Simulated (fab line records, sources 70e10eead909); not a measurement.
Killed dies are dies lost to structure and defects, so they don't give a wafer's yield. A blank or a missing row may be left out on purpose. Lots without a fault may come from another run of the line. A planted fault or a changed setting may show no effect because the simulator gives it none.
Which tool did it? | flow nand_harc | 11 lots, 33 wafers sampled, at 4 steps of a route of 1159

WHAT THE GAUGES READ, wafer by wafer
NHARC_A_SIN_REMOVE_INSPECT_04.
lot  | measured     | on                | raw_defect_count
L075 | day 14 21:34 | defect_inspect-01 | 221 352 349
L077 | day 15 19:46 | defect_inspect-02 | 261 363 365
L079 | day 15 19:49 | defect_inspect-02 | 253 192 303
L081 | day 16 12:11 | defect_inspect-02 | 310 332 329
L084 | day 17 02:14 | defect_inspect-02 | 327 294 359
L085 | day 17 20:24 | defect_inspect-01 | 306 224 270
L087 | day 18 19:17 | defect_inspect-01 | 514 319 269
L089 | day 18 19:17 | defect_inspect-02 | 254 185 221
L092 | day 19 18:42 | defect_inspect-02 | 349 311 287
L095 | day 19 18:43 | defect_inspect-01 | 314 248 244
L097 | day 20 20:25 | defect_inspect-01 | 183 258 278

WHICH TOOL RAN EACH LOT (tool, then ch and the chambers of the sampled wafers, then the start)
lot  | NHARC_A_STAIRCASE_ETCHBACK_422     | NHARC_A_SGD_CUT_ETCHBACK_24        | NHARC_A_SLIT_ETCH_15
L075 | rie_diel-02 ch 2,3, day 13 22:14   | rie_diel-06 ch 0,1, day 14 07:02   | rie_diel-08 ch 0,1,3, day 14 21:34 or earlier
L077 | rie_diel-11 ch 0,1, day 14 18:19   | rie_diel-06 ch 1,2,3, day 15 03:43 | rie_diel-12 ch 0,1,3, day 15 19:46 or earlier
L079 | rie_diel-03 ch 1,2,3, day 14 23:08 | rie_diel-06 ch 0,1,2, day 15 07:14 | rie_diel-08 ch 0,1,2, day 15 19:49 or earlier
L081 | rie_diel-03 ch 0,3, day 15 11:36   | rie_diel-04 ch 0,1, day 15 20:01   | rie_diel-01 ch 2,3, day 16 12:11 or earlier
L084 | rie_diel-03 ch 0,1,3, day 16 01:17 | rie_diel-06 ch 2,3, day 16 09:16   | rie_diel-01 ch 0,2,3, day 17 02:14 or earlier
L085 | rie_diel-11 ch 1,2,3, day 16 21:41 | rie_diel-04 ch 1,2,3, day 17 05:56 | rie_diel-08 ch 0,1,2, day 17 20:24 or earlier
L087 | rie_diel-03 ch 0,2,3, day 17 18:27 | rie_diel-04 ch 1,2,3, day 18 02:57 | rie_diel-12 ch 1,2,3, day 18 19:17 or earlier
L089 | rie_diel-02 ch 0,3, day 17 19:54   | rie_diel-05 ch 2,3, day 18 02:59   | rie_diel-08 ch 2,3, day 18 19:17 or earlier
L092 | rie_diel-03 ch 1,2,3, day 18 11:25 | rie_diel-05 ch 1,2,3, day 18 20:36 | rie_diel-08 ch 0,2,3, day 19 18:42 or earlier
L095 | rie_diel-03 ch 0,2,3, day 18 11:44 | rie_diel-06 ch 0,2,3, day 18 20:38 | rie_diel-12 ch 1,2,3, day 19 18:43 or earlier
L097 | rie_diel-02 ch 0,1,2, day 19 20:36 | rie_diel-04 ch 0,2,3, day 20 04:52 | rie_diel-01 ch 0,1,2, day 20 20:25 or earlier
- NHARC_A_STAIRCASE_ETCHBACK_422: etches the open film in CH3F/O2, target depth 40 nm, time 74.286 s.
- NHARC_A_SGD_CUT_ETCHBACK_24: etches the open film in CH3F/O2, target depth 50 nm, time 92.857 s.
- NHARC_A_SLIT_ETCH_15: etches the open film in O2/COS, target depth 3200 nm, time 832 s.

THE ANSWER, worked out from the rows above alone
Rule: what is usual is taken from the lots themselves. Put in order of their means at a reading, lots are off if they are a third of the lots or fewer, leave a main group of 4 or more, and stand apart from it by a gap of 3 or more times the standard deviation of the main group's means; of several such gaps the widest counts. A main group whose means are all the same, to the digits that the tables above print for the reading, isn't used. A lot without any number at a reading at which 4 lots or more have one is off too. The other lots that the step has rows for count as sound.
No lot is off at any reading shown: from this, nothing can be told.

WHAT THE SIMULATOR HAD PUT IN
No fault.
